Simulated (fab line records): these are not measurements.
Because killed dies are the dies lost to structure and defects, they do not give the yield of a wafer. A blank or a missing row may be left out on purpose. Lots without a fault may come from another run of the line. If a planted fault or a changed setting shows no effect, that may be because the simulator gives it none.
Chamber matching -- flow nand harc -- NHARC_P_GATE_DESCUM_31 on rie diel-06 has 4 sister chambers
The step chemistry O2, time 3 s. 4 wafers are shown with their chamber, then 10 later ones without.

WAFERS WITH THEIR CHAMBER
wafer,chamber,showerhead plenum p Torr (Torr)
L084.5,0,1.93
L089.5,1,1.90
L089.6,2,1.90
L091.5,3,1.89

WAFERS WHOSE CHAMBER IS MISSING
wafer,showerhead plenum p Torr (Torr)
L091.6,1.92
L093.1,1.89
L093.3,1.90
L093.4,1.90
L095.3,1.89
L095.5,1.92
L095.6,1.90
L096.1,1.89
L096.2,1.92
L096.3,1.90

THE CHAMBER EACH PASSED THROUGH
wafer,from the rows above,in truth
L091.6,can't be placed: 0 or 1 or 2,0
L093.1,can't be placed: 3 or 1 or 2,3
L093.3,can't be placed: 1 or 2 or 3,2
L093.4,can't be placed: 1 or 2 or 3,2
L095.3,can't be placed: 3 or 1 or 2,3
L095.5,can't be placed: 0 or 1 or 2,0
L095.6,can't be placed: 1 or 2 or 3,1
L096.1,can't be placed: 3 or 1 or 2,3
L096.2,can't be placed: 0 or 1 or 2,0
L096.3,can't be placed: 1 or 2 or 3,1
Correctly placed: 0 of 10. These rows do not allow placing 10 (true chamber among the candidates in 10). Wrongly placed: 0.
How it was worked out, from the rows above alone: a wafer's distance from a chamber is the root of the sum, over the readings, of the square of ((its reading less the chamber's mean) divided by the reading's scatter). The wafer belongs to the nearest chamber; if the next one is less than 2 further off, it can't be placed. The mean given for a chamber averages the wafers shown for that chamber. The scatter: with one shown wafer a chamber, the root of the mean of the squares of how far each hidden wafer lies from its nearest shown one.
